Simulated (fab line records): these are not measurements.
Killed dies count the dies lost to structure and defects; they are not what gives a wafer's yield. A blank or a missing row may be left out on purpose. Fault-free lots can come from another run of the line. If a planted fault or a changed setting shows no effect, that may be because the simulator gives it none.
A lot that was struck, set against a sound lot | flow nand-harc | 16 steps out of a route of 1302
Sound: these wafers, L427.2, L427.3, L427.5. The struck wafers were L443.1, L443.2, L443.6. The cause is given at the end.
Each step with rows lists, per side, the tool, then ch with its chambers, then its first start. Under that, the readings that differ: sound wafers | struck wafers | difference of the means | sigmas: that difference in standard deviations of wafers without a fault.
alike: readings whose means differ by less than 2 such deviations, and words and numbers that are the same on both sides. not compared: withheld readings, readings that some wafer has no value for, bounds like >300 that may hide the same value, and numbers for which the record gives no deviation and whose values overlap.
The two part at a step that has a row with sigmas, a row that says differs or no value, or rows on one side only. Non-overlapping numbers with no deviation appear without sigmas and do not part them. A reading missing from all wafers of one side parts the sides only when that side holds two or more wafers.

NHARC_A_ONON_D2_THK_MEAS_05: measures by ellipsometry.
  struck on film-metro-02, day 19 19:25; sound on film-metro-02, day 13 10:32
  alike: thk-nm
following that, 1 step holds no rows for these wafers, namely NHARC_A_ONON_D2_DEP_06 (target thickness 1000 nm).
NHARC_A_ONON_D2_THK_MEAS_08: measures by ellipsometry.
  struck on film-metro-01, day 19 19:58; sound on film-metro-01, day 13 11:06
  reading     | sound          | struck      | difference | sigmas
  thk-nm (nm) | 1013 1014 1014 | 993 993 994 | -20        | -2
following that, 1 step holds no rows for these wafers, namely NHARC_A_ONON_D2_DEP_09 (target thickness 1000 nm).
NHARC_A_ONON_D2_THK_MEAS_11: measures by ellipsometry.
  struck on film-metro-02, day 19 20:32; sound on film-metro-02, day 13 11:40
  reading     | sound       | struck         | difference | sigmas
  thk-nm (nm) | 980 979 980 | 1017 1018 1016 | +37        | +3
following that, 1 step holds no rows for these wafers, namely NHARC_A_ONON_D2_DEP_12 (target thickness 1000 nm).
NHARC_A_ONON_D2_THK_MEAS_14: measures by ellipsometry.
  struck on film-metro-01, day 19 21:06; sound on film-metro-01, day 13 12:14
  alike: thk-nm
then, 2 steps without rows for these wafers: NHARC_A_ONON_D2_ANNEAL_15 (time 3600 s); NHARC_A_ONON_D2_DEP_16 (target thk 1000 nm).
NHARC_A_ONON_D2_THK_MEAS_18: measures by ellipsometry.
  struck on film-metro-01, day 20 04:55; sound on film-metro-01, day 13 23:37
  alike: thk-nm
following that, 1 step holds no rows for these wafers, namely NHARC_A_ONON_D2_DEP_19 (target thickness 1000 nm).
NHARC_A_ONON_D2_THK_MEAS_21: measures by ellipsometry.
  struck on film-metro-02, day 20 05:28; sound on film-metro-02, day 14 00:23
  reading     | sound       | struck         | difference | sigmas
  thk-nm (nm) | 983 985 983 | 1010 1013 1013 | +28        | +3
NHARC_A_ONON_D2_DEP_22: target thk 1000 nm.
  sound on pecvd-onon-02 ch 0, day 14 00:38; struck on pecvd-onon-02 ch 0, day 20 05:32
  alike: nh3-flow-sccm
NHARC_A_ONON_D2_THK_MEAS_24: measures by ellipsometry.
  struck on film-metro-02, day 20 06:03; sound on film-metro-01, day 14 01:05
  reading     | sound          | struck         | difference | sigmas
  thk-nm (nm) | 1003 1005 1006 | 1612 1612 1610 | +607       | +76
following that, 1 step holds no rows for these wafers, namely NHARC_A_ONON_D2_DEP_25 (target thickness 1000 nm).
-- record jumps: 12 days between struck wafers' starts before vs after; left off in module A_ONON_D2, resumes in module END, first step shown is number 1302 of the route --
NHARC_END_SORT_01:
  sound on prober-02 ch 0, day 25 10:20; struck on prober-02 ch 0, day 31 22:50
  reading         | sound    | struck      | difference | sigmas
  killed-at-array | 25 20 19 | 675 675 672 | +653       | +34
  killed-dies     | 27 25 24 | 677 677 677 | +652       | +34
  alike: killed-at-other, killed-at-periphery, killed-open, killed-short

== WHERE THEY PART ==
Last at NHARC_END_SORT_01 as far as this record goes, first at NHARC_A_ONON_D2_THK_MEAS_08.

WHY: what had been put in by the simulator
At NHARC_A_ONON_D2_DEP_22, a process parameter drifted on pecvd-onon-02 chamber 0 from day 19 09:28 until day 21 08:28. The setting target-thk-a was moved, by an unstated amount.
